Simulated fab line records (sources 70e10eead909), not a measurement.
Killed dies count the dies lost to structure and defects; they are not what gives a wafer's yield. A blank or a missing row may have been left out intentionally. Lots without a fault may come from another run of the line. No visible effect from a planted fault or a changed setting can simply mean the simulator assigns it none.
Matching of chambers + flow nand harc + rie diel-04 running NHARC_P_BONDPAD_ETCH_37: 4 sister chambers
The step etches the open film in N2/H2, target depth 60 nm, overetch 18 nm, time 65.91 s. 24 wafers are shown with their chamber, then 12 later ones without.

== WAFERS PAIRED WITH THEIR CHAMBERS ==
| wafer  | chamber | showerhead plenum p Torr (Torr) | drypump motor current A (A) | rf vpp V (V) |
|--------|---------|---------------------------------|-----------------------------|--------------|
| L075.2 | 1       | 2.16                            | 5.4                         | 433.8        |
| L075.3 | 2       | 2.20                            | 5.2                         | 434.9        |
| L075.5 | 1       | 2.16                            | 5.3                         | 431.8        |
| L076.3 | 0       | 2.16                            | 6.3                         | 435.8        |
| L076.5 | 3       | 2.13                            | 6.2                         | 432.1        |
| L076.6 | 2       | 2.20                            | 5.2                         | 433.6        |
| L077.2 | 0       | 2.16                            | 6.3                         | 432.0        |
| L077.4 | 2       | 2.20                            | 5.2                         | 435.3        |
| L077.6 | 0       | 2.16                            | 6.3                         | 434.0        |
| L078.3 | 0       | 2.16                            | 6.3                         | 433.9        |
| L078.4 | 1       | 2.16                            | 5.4                         | 432.3        |
| L078.5 | 2       | 2.20                            | 5.2                         | 435.4        |
| L081.2 | 1       | 2.16                            | 5.4                         | 433.9        |
| L081.4 | 0       | 2.16                            | 6.3                         | 434.3        |
| L081.6 | 2       | 2.20                            | 5.2                         | 434.7        |
| L084.3 | 2       | 2.20                            | 5.2                         | 435.1        |
| L084.4 | 0       | 2.16                            | 6.3                         | 433.4        |
| L084.6 | 0       | 2.16                            | 6.3                         | 434.7        |
| L083.2 | 2       | 2.20                            | 5.2                         | 434.4        |
| L083.3 | 0       | 2.16                            | 6.3                         | 434.3        |
| L083.4 | 3       | 2.13                            | 6.1                         | 432.9        |
| L087.3 | 3       | 2.13                            | 6.1                         | 431.1        |
| L087.4 | 0       | 2.15                            | 6.3                         | 433.9        |
| L087.6 | 1       | 2.16                            | 5.3                         | 433.5        |

SIGNATURES (means of the wafers above)
| reading                  | chamber 0 | chamber 1 | chamber 2 | chamber 3 | scatter within a chamber |
|--------------------------|-----------|-----------|-----------|-----------|--------------------------|
| showerhead plenum p Torr | 2.1589    | 2.1600    | 2.2000    | 2.1300    | 0.00211                  |
| drypump motor current A  | 6.300     | 5.360     | 5.200     | 6.133     | 0.0306                   |
| rf vpp V                 | 434.033   | 433.060   | 434.771   | 432.033   | 0.89                     |
Rule: a wafer lies at a distance from a chamber equal to the root of the sum of squares, over the readings, of (its reading less the chamber's mean, divided by the reading's scatter). If the next closest chamber is less than 2 further off than the closest, the wafer can't be placed; otherwise it belongs to the closest. How the scatter is found: for the shown wafers, subtract from each reading the mean of its chamber, square and add these, divide the total by (wafers less chambers), then take the root.

== WAFERS WITHOUT THEIR CHAMBER ==
| wafer  | showerhead plenum p Torr (Torr) | drypump motor current A (A) | rf vpp V (V) |
|--------|---------------------------------|-----------------------------|--------------|
| L088.2 | 2.15                            | 6.3                         | 432.2        |
| L088.3 | 2.20                            | 5.2                         | 435.6        |
| L088.6 | 2.16                            | 5.4                         | 434.6        |
| L093.1 | 2.16                            | 5.4                         | 433.7        |
| L093.5 | 2.15                            | 6.3                         | 433.1        |
| L093.6 | 2.16                            | 5.3                         | 432.5        |
| L094.1 | 2.15                            | 6.3                         | 432.9        |
| L094.3 | 2.13                            | 6.1                         | 432.7        |
| L094.6 | 2.20                            | 5.2                         | 435.8        |
| L095.1 | 2.20                            | 5.2                         | 433.7        |
| L095.4 | 2.16                            | 5.3                         | 434.1        |
| L095.5 | 2.16                            | 5.4                         | 433.0        |

== WHICH CHAMBER EACH WENT THROUGH ==
| wafer  | from the rows above | in truth |
|--------|---------------------|----------|
| L088.2 | 0                   | 0        |
| L088.3 | 2                   | 2        |
| L088.6 | 1                   | 1        |
| L093.1 | 1                   | 1        |
| L093.5 | 0                   | 0        |
| L093.6 | 1                   | 1        |
| L094.1 | 0                   | 0        |
| L094.3 | 3                   | 3        |
| L094.6 | 2                   | 2        |
| L095.1 | 2                   | 2        |
| L095.4 | 1                   | 1        |
| L095.5 | 1                   | 1        |
Correctly placed: 12 of 12. Left unplaced by these rows: 0. Number placed wrongly: 0.
